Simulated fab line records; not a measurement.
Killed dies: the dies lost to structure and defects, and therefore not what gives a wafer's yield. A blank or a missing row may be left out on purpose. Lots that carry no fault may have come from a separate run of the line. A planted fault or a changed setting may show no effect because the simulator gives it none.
Chamber matching	flow n5-finfet	N5_BEOL_M0_SAQP_DESCUM_45 on rie-diel-06 has 4 sister chambers
The step chemistry O2, time 7 s. 4 wafers are shown with their chamber, then 7 later ones without.

== WAFERS WITH THEIR CHAMBER ==
wafer	chamber	throttle-valve-pct (%)
L077.6	1	20.56
L080.3	2	20.50
L082.2	0	20.65
L082.4	3	20.78

== WAFERS WITHOUT THEIR CHAMBER ==
wafer	throttle-valve-pct (%)
L082.5	20.48
L088.2	20.23
L088.3	20.67
L088.5	20.52
L097.1	20.38
L097.3	20.53
L097.6	20.55

== EACH ONE'S CHAMBER ==
wafer	from the rows above	in truth
L082.5	can't be placed: 2 or 1 or 0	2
L088.2	can't be placed: 2 or 1 or 0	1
L088.3	can't be placed: 0 or 3 or 1 or 2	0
L088.5	can't be placed: 2 or 1 or 0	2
L097.1	can't be placed: 2 or 1 or 0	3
L097.3	can't be placed: 1 or 2 or 0 or 3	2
L097.6	can't be placed: 1 or 2 or 0 or 3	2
Correctly placed: 0 of 7. Cannot be placed on the basis of these rows: 7; the candidates contain the true chamber in 6. Number placed wrongly: 0.
How it was worked out, from the rows above alone: a wafer's distance from a chamber is the root of the sum, over the readings, of the square of ((its reading less the chamber's mean) divided by the reading's scatter). If the next closest chamber is less than 2 further off than the closest, the wafer can't be placed; otherwise it belongs to the closest. For every chamber, the mean is computed from those of its wafers that are shown. The scatter: with one shown wafer a chamber, the root of the mean of the squares of how far each hidden wafer lies from its nearest shown one.
